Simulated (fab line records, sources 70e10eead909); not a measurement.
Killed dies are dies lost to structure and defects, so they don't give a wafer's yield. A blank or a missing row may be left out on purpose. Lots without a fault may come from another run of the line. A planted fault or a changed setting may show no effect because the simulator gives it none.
fab line records | flow nand_harc
record lots=13 wafers=39 last_day=33
route steps=1302 shown A_CHANNEL_FILL_D1@500 A_DECK1_JOINT@544 A_ONON_D2@546 END@1302
lots that met no fault: from a run of the same line without faults
start_h: hours from the record's first day to the start of the lot's first wafer shown | wait_h: hours since the lot's step before | " the same as in the row above | L1.1+2: a row that stands for several wafers | - no value, or no start given | * or withheld: withheld | < > ~ a bound
route shown NAME@n: a module of which the file shows steps, and the number in the route of the first | usual: mean/standard deviation of fault-free wafers | same: alike in all rows | chamber/n: place in a boat | sites: the reading at each site | _std_site: their standard deviation | _edge_site: outer sites' mean less inner sites' | radius_mm: how far each site lies from the wafer's centre | mask NAME#n: copy n | behind: the tool/chamber that last shaped the wafer | hold: why the lot was held/for how many hours/how that ended | device: the transistor (n, p or np) that didn't switch | end of line: the same wafers' tests at the end of the route | a step without rows: its recipe alone | killed: dies lost to structure and defects at the first sort, not the wafer's yield | map: a wafer's dies, x killed, . not, _ none there
set.NAME: the setting as run; set.NAME@STEP: as run at that earlier step | model.NAME: the simulator's own value behind a step, which no gauge read
steps of the route over a sample of lots; a table a step, a row a wafer
services: from which hour (start_h, from the record's first day; less than 0 if before it) a tool's chamber was out of use, for how many hours, and why
## steps
# step NHARC_A_CHANNEL_FILL_D1_ETCHBACK_20
# recipe target_depth_a=270 time_s=13.5 c4f8_flow_sccm=withheld o2_flow_sccm=8 ar_flow_sccm=withheld rf_w=600 bias_w=1500 chemistry=C4F8/O2/Ar
# usual oes_product_au=0.97/0.036 rf_vpp_V=980/4.1
# columns lot.wafer tool chamber start_h wait_h oes_product_au rf_hours_counter_h rf_vpp_V
L796.1 rie_diel-13 0 232.36 - 0.99 2.5 980
L796.3 " 2 " " 0.98 3.1 986
L796.6 " 1 " " 0.99 - 974
L798.3 rie_diel-09 0 240.34 - 1.00 5.1 978
L798.1 " 1 " " 1.02 5.3 980
L798.5 " 0 " " 0.99 - 977
L799.2 rie_diel-04 2 247.54 - 1.01 3.9 982
L799.1 " 3 " " 1.00 4.4 977
L799.5 " 1 " " 0.99 - 982
L801.3 rie_diel-09 1 272.07 - 0.93 7.4 978
L801.1 " 2 " " 0.92 6.4 986
L801.5 " 0 " " 0.94 - 977
L800.2 rie_diel-13 1 272.08 - 0.93 4.9 974
L800.1 " 2 " " 0.91 5.0 988
L800.5 " 3 " " 0.93 - 980
L802.3 rie_diel-13 0 290.94 - 0.92 5.2 979
L802.4 " 3 " " 0.91 5.2 980
L802.6 " 1 " " 0.92 - 973
L806.1 rie_diel-13 3 329.09 - 0.99 8.5 980
L806.2 " 1 " " 1.00 9.3 973
L806.6 " 3 " " 0.98 - 979
L808.1 rie_diel-04 3 338.32 - 0.93 10.0 976
L808.4 " 2 " " 0.94 - 981
L808.6 " 3 " " 0.93 - 978
L809.3 rie_diel-13 2 370.64 - 1.01 0.7 984
L809.2 " 3 " " 1.02 0.5 979
L809.5 " 0 " " 0.99 - 980
L810.3 rie_diel-04 1 376.16 - 1.00 0.2 983
L810.2 " 3 " " 1.01 0.2 977
L810.5 " 2 " " 1.01 - 983
L813.1 rie_diel-04 2 385.82 - 1.01 0.4 982
L813.5 " 2 " " 1.00 - 982
L813.6 " 3 " " 1.01 - 978
L817.3 rie_diel-04 1 440.39 - 0.96 2.7 982
L817.1 " 2 " " 0.98 2.7 983
L817.6 " 3 " " 0.95 - 978
L818.2 rie_diel-13 3 448.06 - 0.93 5.2 980
L818.1 " 0 " " 0.91 4.9 980
L818.6 " 1 " " 0.92 - 972
# step NHARC_A_DECK1_JOINT_INSPECT_05
# usual raw_defect_count=281/97
# columns lot.wafer tool chamber start_h wait_h raw_defect_count
L796.1 defect_inspect-02 - 291.96 0.0 321
L796.3 " - " " 357
L796.6 " - " " 364
L798.1 defect_inspect-02 - 299.95 0.0 198
L798.3 " - " " 108
L798.5 " - " " 111
L799.1 defect_inspect-02 - 307.10 0.0 259
L799.2 " - " " 254
L799.5 " - " " 134
L800.1 defect_inspect-01 - 329.05 0.0 593
L800.2 " - " " 507
L800.5 " - " " 360
L801.1 defect_inspect-02 - 329.05 0.0 287
L801.3 " - " " 208
L801.5 " - " " 357
L802.3 defect_inspect-01 - 350.41 0.0 312
L802.4 " - " " 103
L802.6 " - " " 180
L806.1 defect_inspect-02 - 387.88 0.0 384
L806.2 " - " " 259
L806.6 " - " " 187
L808.1 defect_inspect-02 - 397.23 0.0 148
L808.4 " - " " 362
L808.6 " - " " 224
L809.2 defect_inspect-01 - 427.40 0.0 233
L809.3 " - " " 217
L809.5 " - " " 309
L810.2 defect_inspect-01 - 432.93 0.0 327
L810.3 " - " " 325
L810.5 " - " " 292
L813.1 defect_inspect-02 - 445.76 0.0 471
L813.5 " - " " 393
L813.6 " - " " 310
L817.1 defect_inspect-01 - 499.11 0.0 369
L817.3 " - " " 289
L817.6 " - " " 311
L818.1 defect_inspect-02 - 506.88 0.0 264
L818.2 " - " " 182
L818.6 " - " " 171
# step NHARC_A_ONON_D2_THK_MEAS_02
# recipe thk_meas_gauge=ellipsometry
# usual thk_nm=1000/7.5
# columns lot.wafer tool chamber start_h wait_h thk_nm
L796.1 film_metro-01 - 292.53 - 1002
L796.3 " - " " 1002
L796.6 " - " " 1002
L798.1 film_metro-02 - 300.52 - 996
L798.3 " - " " 996
L798.5 " - " " 996
L799.1 film_metro-02 - 307.68 - 995
L799.2 " - " " 997
L799.5 " - " " 996
L800.1 film_metro-01 - 329.63 - 1001
L800.2 " - " " 1002
L800.5 " - " " 1001
L801.1 film_metro-02 - 329.63 - 988
L801.3 " - " " 987
L801.5 " - " " 989
L802.3 film_metro-01 - 350.98 - 1001
L802.4 " - " " 1002
L802.6 " - " " 1002
L806.1 film_metro-01 - 388.46 - 1000
L806.2 " - " " 999
L806.6 " - " " 1000
L808.1 film_metro-01 - 397.81 - 1007
L808.4 " - " " 1004
L808.6 " - " " 1004
L809.2 film_metro-02 - 427.98 - 1011
L809.3 " - " " 1010
L809.5 " - " " 1012
L810.2 film_metro-02 - 433.51 - 998
L810.3 " - " " 1001
L810.5 " - " " 999
L813.1 film_metro-01 - 446.33 - 1002
L813.5 " - " " 1003
L813.6 " - " " 1003
L817.1 film_metro-02 - 499.69 - 1009
L817.3 " - " " 1011
L817.6 " - " " 1010
L818.1 film_metro-01 - 507.46 - 1000
L818.2 " - " " 1000
L818.6 " - " " 998
# step NHARC_A_ONON_D2_DEP_16
# recipe target_thk_a=10000 n2_flow_sccm=2750 n2o_flow_sccm=2000 nh3_flow_sccm=500 sih4_flow_sccm=210 temp_c=400
# usual sih4_flow_sccm=210.1/0.57
# columns lot.wafer tool chamber start_h wait_h sih4_flow_sccm
L796.1 pecvd_onon-01 0 302.63 0.4 209.9
L796.3 " 0 " " 210.2
L796.6 " 0 " " 210.5
L798.1 pecvd_onon-01 0 310.38 0.4 210.4
L798.3 " 0 " " 210.5
L798.5 " 0 " " 211.1
L799.1 pecvd_onon-01 0 317.46 0.4 210.8
L799.2 " 0 " " 210.0
L799.5 " 0 " " 210.8
L801.1 pecvd_onon-01 0 340.61 0.4 209.1
L801.3 " 0 " " 209.9
L801.5 " 0 " " 210.3
L800.1 pecvd_onon-04 0 340.61 0.4 209.3
L800.2 " 0 " " 210.0
L800.5 " 0 " " 209.8
L802.3 pecvd_onon-01 0 360.24 0.5 209.2
L802.4 " 0 " " 210.8
L802.6 " 0 " " 210.1
L806.1 pecvd_onon-03 0 398.35 0.4 209.5
L806.2 " 0 " " 210.8
L806.6 " 0 " " 210.1
L808.1 pecvd_onon-01 0 407.83 0.4 209.8
L808.4 " 0 " " 210.2
L808.6 " 0 " " 210.1
L809.2 pecvd_onon-01 0 437.46 0.4 210.2
L809.3 " 0 " " 209.9
L809.5 " 0 " " 210.6
L810.2 pecvd_onon-01 0 442.97 0.4 209.7
L810.3 " 0 " " 209.9
L810.5 " 0 " " 210.5
L813.1 pecvd_onon-04 0 455.84 0.7 209.2
L813.5 " 0 " " 210.2
L813.6 " 0 " " 209.5
L817.1 pecvd_onon-03 0 508.83 0.4 209.5
L817.3 " 0 " " 209.9
L817.6 " 0 " " 209.7
L818.1 pecvd_onon-01 0 516.59 0.4 210.3
L818.2 " 0 " " 210.3
L818.6 " 0 " " 209.6
# step NHARC_A_ONON_D2_THK_MEAS_18
# recipe thk_meas_gauge=ellipsometry
# usual thk_nm=1000/11
# columns lot.wafer tool chamber start_h wait_h thk_nm
L796.1 film_metro-01 - 303.14 - 999
L796.3 " - " " 1000
L796.6 " - " " 999
L798.1 film_metro-01 - 310.90 - 979
L798.3 " - " " 980
L798.5 " - " " 979
L799.1 film_metro-01 - 317.97 - 1011
L799.2 " - " " 1012
L799.5 " - " " 1012
L800.1 film_metro-02 - 341.12 - 995
L800.2 " - " " 995
L800.5 " - " " 994
L801.1 film_metro-01 - 341.12 - 1006
L801.3 " - " " 1007
L801.5 " - " " 1006
L802.3 film_metro-02 - 360.63 - 1003
L802.4 " - " " 1001
L802.6 " - " " 1002
L806.1 film_metro-01 - 398.86 - 1003
L806.2 " - " " 1000
L806.6 " - " " 1002
L808.1 film_metro-01 - 408.35 - 1010
L808.4 " - " " 1009
L808.6 " - " " 1010
L809.2 film_metro-01 - 437.93 - 1009
L809.3 " - " " 1008
L809.5 " - " " 445
L810.2 film_metro-01 - 443.42 - 988
L810.3 " - " " 990
L810.5 " - " " 425
L813.1 film_metro-01 - 456.34 - 984
L813.5 " - " " 983
L813.6 " - " " 981
L817.1 film_metro-02 - 509.34 - 1021
L817.3 " - " " 1020
L817.6 " - " " 1021
L818.1 film_metro-02 - 517.10 - 1009
L818.2 " - " " 1010
L818.6 " - " " 1008
# step NHARC_END_SORT_01
# recipe temp_c=25
# usual killed_at_array=59/16 killed_at_other=0.8/1.1 killed_at_periphery=3.6/2.4 killed_dies=64/16 killed_open=3.4/1.8 killed_short=2.5/1.6
# same gross_dies=677
# columns lot.wafer tool chamber start_h wait_h killed_at_array killed_at_other killed_at_periphery killed_dies killed_open killed_short
L809.2 prober-01 0 709.41 2.8 40 0 4 44 4 1
L809.3 prober-01 0 710.21 3.1 38 0 7 45 3 0
L809.5 prober-01 0 711.83 3.7 670 0 7 677 5 6
L810.2 prober-01 0 742.41 2.8 46 1 2 49 4 2
L810.3 prober-01 0 743.22 3.1 51 0 5 56 3 4
L810.5 prober-01 0 744.83 3.7 674 0 3 677 6 2
# killed by level:class
L809.2 A_CHANNEL_HOLE_D2:chamber_film_flake=21 A_CHANNEL_HOLE_D1:chamber_film_flake=5 P_CONTACT:chamber_film_flake=3 A_CHANNEL_FILL_D2:chamber_film_flake=3 A_SLIT:chamber_film_flake=3 A_ONON_D2:geometric_particle:short=1 A_CHANNEL_HOLE_D2:geometric_particle:open=1 A_CHANNEL_FILL_D2:geometric_particle:open=1
L809.3 A_CHANNEL_HOLE_D2:chamber_film_flake=19 A_CHANNEL_HOLE_D1:chamber_film_flake=5 A_SLIT:chamber_film_flake=4 P_CONTACT:chamber_film_flake=4 A_CHANNEL_FILL_D2:chamber_film_flake=3 A_BLC:geometric_particle:open=2 P_STI:chamber_film_flake=2 A_WL_FILL:geometric_particle:open=1
L809.5 A_ONON_D2:area_dep=619 A_CHANNEL_HOLE_D2:chamber_film_flake=22 A_CHANNEL_HOLE_D1:chamber_film_flake=10 A_CHANNEL_HOLE_D2:geometric_particle:short=4 A_CHANNEL_FILL_D2:chamber_film_flake=4 P_CONTACT:chamber_film_flake=3 A_STAIRCASE:chamber_film_flake=3 A_CHANNEL_FILL_D2:geometric_particle:open=2
L810.2 A_CHANNEL_HOLE_D1:chamber_film_flake=29 A_CONTACT:chamber_film_flake=5 A_BLC:geometric_particle:open=2 A_SLIT:chamber_film_flake=2 A_CHANNEL_FILL_D1:chamber_film_flake=2 A_ONON_D2:geometric_particle:short=1 A_STAIRCASE:geometric_particle:open=1 A_WL_FILL:geometric_particle:short=1
L810.3 A_CHANNEL_HOLE_D1:chamber_film_flake=28 A_SLIT:chamber_film_flake=7 A_CONTACT:chamber_film_flake=5 P_STI:chamber_film_flake=3 A_CHANNEL_FILL_D2:chamber_film_flake=2 P_GATE:geometric_particle:open=1 A_DECK1_JOINT:geometric_particle:short=1 A_CHANNEL_FILL_D2:geometric_particle:short=1
L810.5 A_ONON_D2:area_dep=624 A_CHANNEL_HOLE_D1:chamber_film_flake=31 A_CONTACT:chamber_film_flake=7 A_SLIT:chamber_film_flake=6 P_M1:geometric_particle:open=3 A_CHANNEL_FILL_D1:geometric_particle:short=1 A_DECK1_JOINT:geometric_particle:open=1 A_ONON_D2:geometric_particle:short=1
## services
# columns tool chamber start_h hours kind
rie_diel-13 - 214.80 0.6 repair
rie_diel-09 2 224.57 11.0 repair
pecvd_onon-03 - 227.00 13.0 pm
rie_diel-09 1 254.00 2.1 repair
rie_diel-04 1 254.07 4.7 repair
rie_diel-09 2 254.46 2.9 repair
pecvd_onon-01 - 269.76 13.0 pm
rie_diel-04 0 278.38 8.1 repair
rie_diel-09 0 297.54 1.7 repair
pecvd_onon-04 - 311.31 13.0 pm
rie_diel-04 0 319.82 6.6 repair
rie_diel-09 - 320.10 9.0 pm
rie_diel-04 1 320.17 27.7 repair
rie_diel-13 - 342.00 9.0 pm
rie_diel-04 - 354.95 9.0 pm
rie_diel-04 - 370.39 0.7 repair
rie_diel-09 0 394.10 18.2 repair
rie_diel-09 - 398.71 0.5 repair
pecvd_onon-03 - 408.00 13.0 pm
rie_diel-04 3 412.92 22.4 repair
rie_diel-13 0 439.18 2.9 repair
pecvd_onon-01 - 450.76 13.0 pm
rie_diel-04 3 456.52 7.1 repair
rie_diel-04 - 467.46 0.2 repair
## key
first_sign step=NHARC_A_ONON_D2_THK_MEAS_18 reading=thk_nm direction=down sigmas=50 usual=1000 struck=435
effect step=NHARC_END_SORT_01 reading=killed_dies direction=up sigmas=39 usual=64 struck=677
more_kills_born_at NHARC_A_ONON_D2_DEP_16@pecvd_onon-01=1243
met_at NHARC_A_ONON_D2_DEP_16
struck_lots L809,L810
struck_wafers L809.5,L810.5
later_rows_left_out L809.5,L810.5
tester_left_out L809,L810
not_acting_at NHARC_A_CHANNEL_FILL_D1_ETCHBACK_20,NHARC_A_DECK1_JOINT_INSPECT_05,NHARC_A_ONON_D2_THK_MEAS_02
onset_between 407.83 437.46
fault kind=process_parameter_drift tool=pecvd_onon-01 chamber=- onset_h=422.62 steps=NHARC_A_ONON_D2_DEP_16 channel=target_thk_a offset=* shape=step end_h=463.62 scope=struck_wafers_only acts_in=* stated=*
# tester_left_out: of these lots the tester's yield and bins aren't shown, on N5 and GAA mostly nor the transistor test; their killed dies are dies lost to structure and defects alone, not to doping, threshold or leakage, so they don't give the yield
# later_rows_left_out: the simulator's readings of these wafers behind a module that went badly wrong aren't trusted and aren't shown, but for the sort
